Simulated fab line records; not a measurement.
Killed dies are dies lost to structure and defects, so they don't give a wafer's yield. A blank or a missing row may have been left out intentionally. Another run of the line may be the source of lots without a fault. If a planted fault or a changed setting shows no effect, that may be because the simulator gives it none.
fab line records	flow n5-finfet
record lots=5	wafers=15	last-day=18
route steps=1938 shown BEOL_M11@1596 BEOL_M12@1602 PASSIVATION@1936
lots with no fault: from the same line, run without faults
start-h: the number of hours between the record's first day and the start of the first shown wafer of the lot	wait-h: time in hours since the lot's previous step	" the same as in the row above	L1.1+2: a single row standing in for several wafers	- value missing, or start not given	* or withheld: withheld	< > ~ a bound
route shown NAME@n: a module of which the file shows steps, and the number in the route of the first	usual: the fault-free wafers' mean and standard deviation	same: alike in all rows	chamber/n: place in a boat	sites: per-site readings	_std_site: their standard deviation	_edge_site: the outer-site mean with the inner-site mean subtracted	radius-mm: for every site, how far away it sits from the centre of the wafer	mask NAME#n: copy n	behind: the tool/chamber that last shaped the wafer	hold: why the lot was held/for how many hours/how that ended	device: the transistor (n, p or np) that didn't switch	end of line: tests run on the same wafers once the route is complete	a step without rows: its recipe alone	killed: the dies lost at the first sort to structure and to defects; this is not the yield of the wafer	map: shows each die of a wafer: x if killed, . if not, _ if none is there
set.NAME: the run value of the setting; set.NAME@STEP: its run value at that earlier step	model.NAME: the simulator's own value behind a step, which no gauge read
lots seen at some steps along the route; tables by step, rows by wafer
services: the hour from which a tool's chamber was out of use, counted from the record's first day as start-h (under 0 if before that day), plus the number of hours and why
## steps
# step N5_BEOL_M11_CMP_52
# recipe stop-on=SiCOH_lowk	t-overpolish-s=7	down-force-psi=1	platen-rpm=50	clearing-platen-down-force-psi=1.5	clearing-platen-rpm=50	post-cmp-clean=cu-alkaline	target-thk-nm=140	clearing-platen-pad-velocity-m-s=0.99484	pad-velocity-m-s=0.99484
# usual barrier-field-endpoint-s=29.0/0.75	motor-current-A=6.2/0.53	overpolish-run-s=7.000/0.01	time-to-endpoint-s=66.6/2.8
# same t-overpolish-s=7
lot.wafer	tool	chamber	start-h	wait-h	barrier-field-endpoint-s	motor-current-A	overpolish-run-s	time-to-endpoint-s
L750.1	cmp-02	0	239.87	0.3	28.5	5.9	7.003	66.7
L750.2	"	1	"	"	28.4	6.2	7.000	64.6
L750.5	"	1	"	"	28.4	6.5	7.009	66.6
L751.3	cmp-04	3	253.82	0.3	29.2	6.0	6.998	70.0
L751.6	"	1	"	"	29.6	6.2	6.987	68.1
L751.5	"	2	"	"	29.8	6.1	7.018	71.4
L754.2	cmp-04	0	264.08	0.2	28.6	5.5	7.015	67.0
L754.4	"	2	"	"	29.8	6.0	7.002	70.3
L754.5	"	1	"	"	29.5	6.4	7.007	68.3
L763.3	cmp-03	0	320.04	0.2	28.3	6.6	7.018	66.7
L763.4	"	3	"	"	28.2	6.0	6.987	63.5
L763.5	"	0	"	"	28.5	6.3	7.007	62.8
L773.1	cmp-03	0	387.39	0.3	29.3	6.5	6.992	70.2
L773.3	"	2	"	"	28.9	5.5	7.008	72.2
L773.6	"	0	"	"	29.2	6.4	6.995	68.4
# step N5_BEOL_M11_THK_MEAS_53
# recipe thk-meas-gauge=xrf	reads=Cu_of_BEOL_M11_ECD_50
# usual M11_THK=138.1/2.1
lot.wafer	tool	chamber	start-h	wait-h	M11_THK[nm]
L750.1	film-metro-01	-	240.16	-	137.5
L750.2	"	-	"	"	139.5
L750.5	"	-	"	"	137.8
L751.3	film-metro-02	-	254.05	-	138.5
L751.5	"	-	"	"	137.7
L751.6	"	-	"	"	135.9
L754.2	film-metro-01	-	264.37	-	138.0
L754.4	"	-	"	"	143.0
L754.5	"	-	"	"	137.1
L763.3	film-metro-01	-	320.34	-	138.4
L763.4	"	-	"	"	135.4
L763.5	"	-	"	"	138.6
L773.1	film-metro-02	-	387.64	-	136.3
L773.3	"	-	"	"	139.4
L773.6	"	-	"	"	137.9
# step N5_BEOL_M11_PRE_CLEAN_55
# recipe gas=NH3	time-s=15	temp-c=withheld	rf-power-w=300
# step N5_BEOL_M11_DEP_56
# recipe material=SiCN	target-thk-a=300	temp-c=withheld	precursor=3MS/NH3	pressure-torr=3	rf-w=675	time-s=10.5
# usual rf-fwd-power-W=667/3.1	showerhead-plenum-p-Torr=4.162/0.018	throttle-valve-pct=17.8/1.1
lot.wafer	tool	chamber	start-h	wait-h	rf-fwd-power-W	showerhead-plenum-p-Torr	since-wet-clean-h	throttle-valve-pct
L750.1	pecvd-02	1	240.23	0.0	667	4.150	2032	18.5
L750.2	"	2	"	"	669	4.143	553	17.2
L750.5	"	2	"	"	672	4.140	-	17.4
L751.3	pecvd-02	2	254.11	0.0	672	4.136	566	17.6
L751.5	"	0	"	"	661	4.168	-	18.0
L751.6	"	2	"	"	674	4.152	-	17.5
L754.2	pecvd-04	0	264.43	0.0	670	4.181	968	18.7
L754.4	"	2	"	"	665	4.160	-	17.0
L754.5	"	0	"	"	669	4.185	-	18.8
L763.3	pecvd-02	2	320.40	0.0	668	4.138	633	17.7
L763.4	"	1	"	"	669	4.137	-	18.6
L763.5	"	0	"	"	659	4.168	-	17.8
L773.1	pecvd-04	1	387.71	0.0	659	4.176	1817	20.6
L773.3	"	0	"	"	665	4.177	1092	18.7
L773.6	"	1	"	"	664	4.180	-	20.6
# step N5_BEOL_M11_RS_MEAS_57
# recipe thk-meas-gauge=four-point-probe	reads=Cu_of_BEOL_M11_ECD_50+Co_of_BEOL_M11_CVD_75+TaN_of_BEOL_M11_ALD_74
# usual M11_RS=0.1510/0.0025
lot.wafer	tool	chamber	start-h	wait-h	M11_RS[ohm/sq]
L750.1	film-metro-01	-	240.29	0.0	0.1536
L750.2	"	-	"	"	0.1501
L750.5	"	-	"	"	0.1513
L751.3	film-metro-02	-	254.17	0.0	0.1491
L751.5	"	-	"	"	0.1500
L751.6	"	-	"	"	0.1524
L754.2	film-metro-02	-	264.50	0.0	0.1512
L754.4	"	-	"	"	0.1464
L754.5	"	-	"	"	0.1526
L763.3	film-metro-01	-	320.46	0.0	0.1510
L763.4	"	-	"	"	0.1549
L763.5	"	-	"	"	0.1504
L773.1	film-metro-02	-	387.77	0.0	0.1515
L773.3	"	-	"	"	0.1484
L773.6	"	-	"	"	0.1495
# step N5_BEOL_M11_INSPECT_58
# recipe inspect-instrument=darkfield	mode=post-dep
# usual raw-defect-count=69/20
lot.wafer	tool	chamber	start-h	wait-h	raw-defect-count
L750.1	defect-inspect-02	-	240.31	0.0	58
L750.2	"	-	"	"	71
L750.5	"	-	"	"	70
L751.3	defect-inspect-02	-	254.20	0.0	107
L751.5	"	-	"	"	65
L751.6	"	-	"	"	96
L754.2	defect-inspect-02	-	264.52	0.0	89
L754.4	"	-	"	"	50
L754.5	"	-	"	"	54
L763.3	defect-inspect-02	-	320.49	0.0	67
L763.4	"	-	"	"	55
L763.5	"	-	"	"	57
L773.1	defect-inspect-02	-	387.80	0.0	61
L773.3	"	-	"	"	32
L773.6	"	-	"	"	41
# step N5_BEOL_M12_ILD_DEP_00
# recipe material=SiOC	target-thk-a=6589.2	temp-c=350	precursor=DEMS/O2	pressure-torr=5	rf-w=500	time-s=130.7
# usual heater-power-w=489/64	rf-fwd-power-W=498.3/1.5	showerhead-plenum-p-Torr=5.695/0.015	throttle-valve-pct=11.8/0.84
lot.wafer	tool	chamber	start-h	wait-h	heater-power-w	rf-fwd-power-W	showerhead-plenum-p-Torr	since-wet-clean-h	throttle-valve-pct
L750.1	pecvd-01	2	240.35	0.0	526	497.6	5.670	371	10.7
L750.2	"	1	"	"	599	498.9	5.725	1850	11.1
L750.5	"	0	"	"	459	496.8	5.693	-	12.3
L751.3	pecvd-01	1	254.23	0.0	591	499.5	5.709	1864	11.4
L751.5	"	1	"	"	600	498.5	5.715	-	11.2
L751.6	"	0	"	"	484	496.8	5.706	-	12.5
L754.2	pecvd-03	0	264.56	0.0	508	499.6	5.668	787	11.8
L754.4	"	1	"	"	418	496.7	5.670	-	12.6
L754.5	"	2	"	"	465	496.8	5.694	-	11.1
L763.3	pecvd-03	2	320.52	0.0	390	498.3	5.687	89	11.3
L763.4	"	1	"	"	421	499.3	5.681	-	12.8
L763.5	"	0	"	"	496	498.2	5.676	-	11.8
L773.1	pecvd-04	1	387.83	0.0	452	496.2	5.715	1817	13.3
L773.3	"	2	"	"	459	500.6	5.706	338	11.1
L773.6	"	1	"	"	366	498.4	5.711	-	13.6
# step N5_BEOL_M12_THK_MEAS_01
# recipe reads=SiOC_of_BEOL_M12_ILD_DEP_00
# usual M12_ILD_THK=658/7.4
lot.wafer	tool	chamber	start-h	wait-h	M12_ILD_THK[nm]
L750.1	film-metro-01	-	240.48	0.1	653
L750.2	"	-	"	"	651
L750.5	"	-	"	"	669
L751.3	film-metro-02	-	254.36	0.1	649
L751.5	"	-	"	"	658
L751.6	"	-	"	"	672
L754.2	film-metro-02	-	264.69	0.1	646
L754.4	"	-	"	"	650
L754.5	"	-	"	"	658
L763.3	film-metro-01	-	320.65	0.1	656
L763.4	"	-	"	"	666
L763.5	"	-	"	"	671
L773.1	film-metro-02	-	387.96	0.1	646
L773.3	"	-	"	"	657
L773.6	"	-	"	"	662
# step N5_BEOL_M12_COAT_58
# recipe resist=BARC	temp-c=205	time-s=60	spin-rpm=1500	resist-thk-nm=89
# step N5_BEOL_M12_COAT_04
# recipe spin-rpm=1625	resist-thk-nm=400
# step N5_BEOL_M12_EBR_06
# recipe solvent=PGMEA	ebr-width-mm=1.5
# step N5_BEOL_M12_SOFTBAKE_05
# recipe temp-c=130	time-s=60
# step N5_BEOL_M12_EXPOSE_07
# recipe mask-id=V11	na=0.93	source-shape=conventional	sigma-outer=0.6	polarization=unpolarized	attpsm-phase-deg=180	dose-mj=32.5
# usual exposure-dose-mJ-cm2=32.49/0.031
lot.wafer	tool	chamber	start-h	wait-h	mask	exposure-dose-mJ-cm2
L750.1	krf-scanner-01	0	240.61	-	V11#0	32.49
L750.2	"	0	"	"	V11#0	32.44
L750.5	"	0	"	"	V11#0	32.52
L751.3	krf-scanner-02	0	254.51	-	V11#0	32.50
L751.5	"	0	"	"	V11#0	32.46
L751.6	"	0	"	"	V11#0	32.45
L754.2	krf-scanner-02	0	264.83	-	V11#0	32.50
L754.4	"	0	"	"	V11#0	32.48
L754.5	"	0	"	"	V11#0	32.48
L763.3	krf-scanner-01	0	320.80	-	V11#0	32.43
L763.4	"	0	"	"	V11#0	32.46
L763.5	"	0	"	"	V11#0	32.49
L773.1	krf-scanner-02	0	388.09	-	V11#0	32.72
L773.3	"	0	"	"	V11#0	32.70
L773.6	"	0	"	"	V11#0	32.69
# step N5_BEOL_M12_PEB_08
# recipe peb-temp-c=130	peb-time-s=90
# step N5_BEOL_M12_DEVELOP_09
# recipe develop-time-s=45	rinse-liquid=diw	dry=air-spin	dev-temp-c=21
# step N5_BEOL_M12_HARDBAKE_14
# recipe temp-c=130	time-s=120
# step N5_BEOL_M12_CD_MEAS_10
# recipe target-cd-nm=140	landing-energy-ev=500	detector=se-inlens	polarity=opening
# usual cd-nm=140.1/1.3
lot.wafer	tool	chamber	start-h	wait-h	cd-nm
L750.1	cd-sem-01	0	240.79	-	140.7
L750.2	"	0	"	"	141.2
L750.5	"	0	"	"	140.1
L751.3	cd-sem-03	0	254.67	-	139.4
L751.5	"	0	"	"	138.5
L751.6	"	0	"	"	138.0
L754.2	cd-sem-02	0	265.00	-	139.6
L754.4	"	0	"	"	139.9
L754.5	"	0	"	"	141.3
L763.3	cd-sem-02	0	320.96	-	138.6
L763.4	"	0	"	"	136.8
L763.5	"	0	"	"	138.2
L773.1	cd-sem-02	0	388.27	-	133.3
L773.3	"	0	"	"	136.3
L773.6	"	0	"	"	135.0
# step N5_BEOL_M12_OVL_MEAS_11
# recipe points-per-wafer=44
# usual V11_OVL=-3/5
lot.wafer	tool	chamber	start-h	wait-h	V11_OVL[nm]
L750.1	overlay-02	0	240.82	0.0	-14
L750.2	"	0	"	"	-13
L750.5	"	0	"	"	-11
L751.3	overlay-02	0	254.70	0.0	0
L751.5	"	0	"	"	-4
L751.6	"	0	"	"	-2
L754.2	overlay-02	0	265.03	0.0	3
L754.4	"	0	"	"	6
L754.5	"	0	"	"	1
L763.3	overlay-01	0	320.99	0.0	2
L763.4	"	0	"	"	7
L763.5	"	0	"	"	-4
L773.1	overlay-01	0	388.30	0.0	2
L773.3	"	0	"	"	0
L773.6	"	0	"	"	1
# step N5_BEOL_M12_INSPECT_12
# recipe mode=adi	inspect-instrument=macro
# usual raw-defect-count=2.0/1.5
lot.wafer	tool	chamber	start-h	wait-h	raw-defect-count
L750.1	defect-inspect-02	-	240.84	0.0	4
L750.2	"	-	"	"	2
L750.5	"	-	"	"	3
L751.3	defect-inspect-01	-	254.72	0.0	1
L751.5	"	-	"	"	3
L751.6	"	-	"	"	2
L754.2	defect-inspect-01	-	265.05	0.0	2
L754.4	"	-	"	"	6
L754.5	"	-	"	"	0
L763.3	defect-inspect-01	-	321.01	0.0	1
L763.4	"	-	"	"	1
L763.5	"	-	"	"	0
L773.1	defect-inspect-02	-	388.32	0.0	1
L773.3	"	-	"	"	1
L773.6	"	-	"	"	3
# step N5_BEOL_M12_DESCUM_15
# recipe chemistry=O2	time-s=7.9	source-power-w=50	bias-power-w=20	pressure-mtorr=20	rf-frequency-hz=2.712e+07	temp-c=40	o2-flow-sccm=225
# step N5_BEOL_M12_ETCH_59
# recipe chemistry=N2/H2	target=BARC	target-depth-a=890	overetch-a=267	time-s=67.9	ion-energy-ev=200	pressure-mtorr=30	source-w=840	bias-w=150	n2-flow-sccm=200	h2-flow-sccm=200
# step N5_BEOL_M12_VIA_ETCH_16
# recipe chemistry=C4F8/O2/Ar	target=SiOC	pressure-mtorr=30	source-w=3000	bias-w=700	Ar_flow_sccm=400	C4F8_flow_sccm=15	O2_flow_sccm=8	he-inner-torr=15	he-outer-torr=30	target-depth-a=7248	time-s=withheld	ion-energy-ev=250	ends=cleared
# usual drypump-motor-current-A=5.8/0.5	mfc-ar-sccm=399.9/1.3	oes-product-au=0.72/0.055	rf-fwd-power-W=2990/9.5	rf-vpp-V=664.6/2.9	showerhead-plenum-p-Torr=3.39/0.1	throttle-valve-pct=24.17/0.23
lot.wafer	tool	chamber	start-h	wait-h	drypump-motor-current-A	mfc-ar-sccm	oes-product-au	rf-fwd-power-W	rf-vpp-V	showerhead-plenum-p-Torr	throttle-valve-pct
L750.1	rie-diel-05	2	240.96	0.0	5.1	400.6	0.79	2995	663.9	3.34	23.89
L750.2	"	1	"	"	5.9	400.3	0.77	2986	664.0	3.32	24.17
L750.5	"	2	"	"	5.1	400.3	0.81	2990	664.8	3.34	23.87
L751.3	rie-diel-05	0	255.12	0.0	6.1	398.3	0.78	3000	664.3	3.34	24.28
L751.5	"	2	"	"	5.1	400.2	0.79	2998	664.1	3.34	23.89
L751.6	"	1	"	"	5.9	400.6	0.76	2992	662.8	3.32	24.19
L754.2	rie-diel-05	2	265.18	0.0	5.1	399.2	0.78	3006	662.9	3.34	23.88
L754.4	"	1	"	"	5.9	399.1	0.76	2985	662.8	3.32	24.17
L754.5	"	2	"	"	5.1	397.9	0.79	2997	662.7	3.34	23.88
L763.3	rie-diel-05	2	321.59	0.0	5.1	401.1	0.76	2998	665.3	3.33	23.92
L763.4	"	1	"	"	5.9	400.9	0.74	2974	662.1	3.31	24.22
L763.5	"	0	"	"	6.0	398.4	0.73	2996	663.0	3.33	24.33
L773.1	rie-diel-05	0	388.44	0.0	6.1	400.7	0.71	2995	662.1	3.32	24.36
L773.3	"	3	"	"	6.6	400.4	0.63	2997	664.4	3.39	24.38
L773.6	"	2	"	"	5.1	401.7	0.72	2983	662.1	3.31	23.95
# step N5_BEOL_M12_STRIP_63
# recipe chemistry=N2/H2	power-w=1000	temp-c=250	h2-frac=0.65	overash-fraction=0.3	pressure-mtorr=1000	n2-flow-sccm=1750	h2-flow-sccm=3250
# usual drypump-motor-current-A=5.6/0.34	heater-power-w=338/24	oes-product-au=0.694/0.0048	strip-time-to-endpoint-s=42.7/0.69
# same overash-fraction=0.3
lot.wafer	tool	chamber	start-h	wait-h	drypump-motor-current-A	heater-power-w	oes-product-au	rf-hours-counter-h	strip-time-to-endpoint-s
L750.1	plasma-asher-02	1	241.16	-	5.6	376	0.692	118	42.9
L750.2	"	0	"	"	5.9	318	0.699	118	43.0
L750.5	"	0	"	"	5.9	329	0.698	-	41.6
L751.3	plasma-asher-01	1	255.34	-	5.7	326	0.694	-	43.9
L751.5	"	1	"	"	5.7	311	0.700	-	43.2
L751.6	"	0	"	"	5.0	338	0.691	-	42.4
L754.2	plasma-asher-01	0	265.38	-	4.9	331	0.694	78	43.6
L754.4	"	0	"	"	4.9	331	0.696	-	43.2
L754.5	"	0	"	"	4.9	326	0.696	-	43.3
L763.3	plasma-asher-02	1	321.81	-	5.6	375	0.690	-	42.7
L763.4	"	0	"	"	6.0	328	0.686	-	41.8
L763.5	"	1	"	"	5.6	372	0.696	-	41.1
L773.1	plasma-asher-02	1	388.65	-	5.6	370	0.693	147	43.1
L773.3	"	1	"	"	5.6	366	0.692	-	43.1
L773.6	"	1	"	"	5.6	375	0.683	-	42.3
# step N5_BEOL_M12_STRIP_64
# recipe chemistry=N2/H2	power-w=1000	temp-c=250	h2-frac=0.65	overash-fraction=0.3	pressure-mtorr=withheld	n2-flow-sccm=1750	h2-flow-sccm=3250
# step N5_BEOL_M12_STRIP_71
# recipe chemistry=post-etch-residue-remover	time-s=60	temp-c=25	remover-ph=withheld	remover-water-wt-pct=withheld	remover-fluoride-wt-pct=withheld
# step N5_BEOL_M12_SRD_72
# recipe time-s=30	temp-c=23	rinse-liquid=diw	dry=n2-spin	spin-rpm=1500	dry-time-s=30
# step N5_BEOL_M12_CD_MEAS_17
# recipe target-cd-nm=140	polarity=opening
# usual cd-nm=140.8/1.4
lot.wafer	tool	chamber	start-h	wait-h	cd-nm
L750.1	cd-sem-03	-	241.37	0.0	142.0
L750.2	"	-	"	"	142.2
L750.5	"	-	"	"	140.8
L751.3	cd-sem-01	-	255.54	0.0	140.7
L751.5	"	-	"	"	140.3
L751.6	"	-	"	"	139.5
L754.2	cd-sem-01	-	265.59	0.0	140.7
L754.4	"	-	"	"	140.3
L754.5	"	-	"	"	142.6
L763.3	cd-sem-03	-	322.00	0.0	139.9
L763.4	"	-	"	"	137.5
L763.5	"	-	"	"	139.9
L773.1	cd-sem-01	-	388.86	0.0	135.6
L773.3	"	-	"	"	135.7
L773.6	"	-	"	"	135.8
# step N5_BEOL_M12_COAT_65
# recipe resist=SOC	temp-c=250	time-s=60	spin-rpm=1500	resist-thk-nm=300
# step N5_PASSIVATION_PROBE_49
# usual defect-limited-yield=91.3/1.4	killed_at_M0_to_M3=33/10	killed_at_M4_up=15/6.1	killed-at-contacts=12/6.7	killed-at-front-end=39/11	killed-at-other=4/3.3	killed-dies=103/16	killed-open=68/12	killed-short=34/7.2	sort_bin_5_function=5.1/0.88	sort_bin_6_memory=3.3/0.67	sort-n-pass=1077/16	sort-yield-pct=91.3/1.4
# same gross-dies=1180	killed-at-back-side=0	sort_bin_4_leakage[%]=0	sort_bin_8_speed[%]=0
lot.wafer	tool	chamber	start-h	wait-h	defect-limited-yield[%]	killed_at_M0_to_M3	killed_at_M4_up	killed-at-contacts	killed-at-front-end	killed-at-other	killed-dies	killed-open	killed-short	sort_bin_5_function[%]	sort_bin_6_memory[%]	sort-n-pass	sort-yield-pct[%]
L763.3	prober-01	-	359.75	0.1	91.7	38	12	6	38	4	98	57	39	5.1	3.0	1082	91.7
# killed by level:class
L763.3 BEOL_M0_SAQP:geometric-particle:short=16 BEOL_M0_SAQP:geometric-particle:open=12 FIN_SAQP:geometric-particle:short=11 STI_FIN_REVEAL:geometric-particle:open=10 MOL_CONTACT_COAG:geometric-particle:open=5 BEOL_M3:geometric-particle:open=5 BEOL_M4:geometric-particle:open=5 FIN_SAQP:geometric-particle:open=4
## services
tool	chamber	start-h	hours	kind
pecvd-04	0	220.09	11.4	repair
cmp-03	-	229.51	4.0	pm
krf-scanner-01	-	232.02	2.1	repair
krf-scanner-01	-	234.98	0.8	pm
pecvd-02	-	241.56	0.4	repair
krf-scanner-02	-	244.62	1.3	pm
plasma-asher-02	-	250.42	3.0	repair
krf-scanner-01	-	252.97	0.9	repair
pecvd-04	-	264.79	2.8	pm
pecvd-03	-	267.09	6.0	pm
krf-scanner-01	-	269.73	1.3	pm
rie-diel-05	-	270.27	0.2	repair
cmp-04	-	275.63	4.0	pm
cmp-03	-	279.06	0.5	repair
krf-scanner-02	-	283.41	3.6	pm
cmp-04	-	286.66	4.5	repair
pecvd-02	-	288.38	2.8	pm
pecvd-04	-	303.00	6.0	pm
krf-scanner-02	-	303.76	0.8	pm
krf-scanner-02	-	305.23	0.8	repair
krf-scanner-02	-	312.60	1.0	pm
krf-scanner-01	-	328.12	1.0	pm
pecvd-01	1	331.86	9.5	repair
pecvd-04	-	351.40	2.8	repair
## key
first-sign step=N5_BEOL_M12_EXPOSE_07	reading=exposure-dose-mJ-cm2	direction=up	sigmas=6.9	usual=32.49	struck=32.70
effect step=N5_BEOL_M12_CD_MEAS_10	reading=cd-nm	direction=down	sigmas=4	usual=140.1	struck=134.9	through=control-loop
effect step=N5_BEOL_M12_CD_MEAS_17	reading=cd-nm	direction=down	sigmas=3.5	usual=140.8	struck=135.7	through=control-loop
met-at N5_BEOL_M12_EXPOSE_07
struck-wafers L773.1,L773.3,L773.6
loop-trim step=N5_BEOL_M12_EXPOSE_07	setting=dose	lots=L773
onset-between 264.83 388.09
fault kind=process-parameter-drift	tool=krf-scanner-02	chamber=-	onset-h=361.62	steps=N5_BEOL_M12_EXPOSE_07	channel=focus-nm	offset=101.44	spread-by-wafer=0.3	shape=step	end-h=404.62
# loop-trim: a control loop set the setting to another value than it would have without faults
